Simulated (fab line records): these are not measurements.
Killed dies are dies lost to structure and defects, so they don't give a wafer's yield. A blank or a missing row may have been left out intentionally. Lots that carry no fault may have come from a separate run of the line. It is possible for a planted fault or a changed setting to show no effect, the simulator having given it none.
Chamber matching ; flow n5Finfet ; N5_DUMMY_GATE_DESCUM_20 on rieDiel-03 has 4 sister chambers
The step chemistry O2, time 6.2 s. 4 wafers are shown with their chamber, then 11 later ones without.

WAFERS, EACH WITH ITS CHAMBER
wafer;chamber;showerheadPlenumPTorr (Torr)
L088.1;3;2.19
L091.3;0;2.16
L091.6;2;2.08
L092.1;1;2.14

WAFERS WITH NO CHAMBER GIVEN
wafer;showerheadPlenumPTorr (Torr)
L092.2;2.19
L092.3;2.16
L094.3;2.14
L094.5;2.07
L094.6;2.19
L095.1;2.16
L095.3;2.14
L095.6;2.19
L096.1;2.18
L096.4;2.16
L096.5;2.18

WHICH CHAMBER EACH ONE RAN IN
wafer;from the rows above;in truth
L092.2;3;3
L092.3;0;0
L094.3;1;1
L094.5;2;2
L094.6;3;3
L095.1;0;0
L095.3;1;1
L095.6;3;3
L096.1;can't be placed: 3 or 0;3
L096.4;0;0
L096.5;can't be placed: 3 or 0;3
Correct placement for 9 of the 11. Not placeable from these rows: 2 (in 2, the candidates include the true chamber). Wrongly placed: 0.
How it was worked out, from the rows above alone: a wafer's distance from a chamber is the root of the sum, over the readings, of the square of ((its reading less the chamber's mean) divided by the reading's scatter). If the next closest chamber is less than 2 further off than the closest, the wafer can't be placed; otherwise it belongs to the closest. For every chamber, the mean is computed from those of its wafers that are shown. The scatter: root of mean squared gap, hidden wafer to nearest shown wafer, with one shown wafer a chamber.
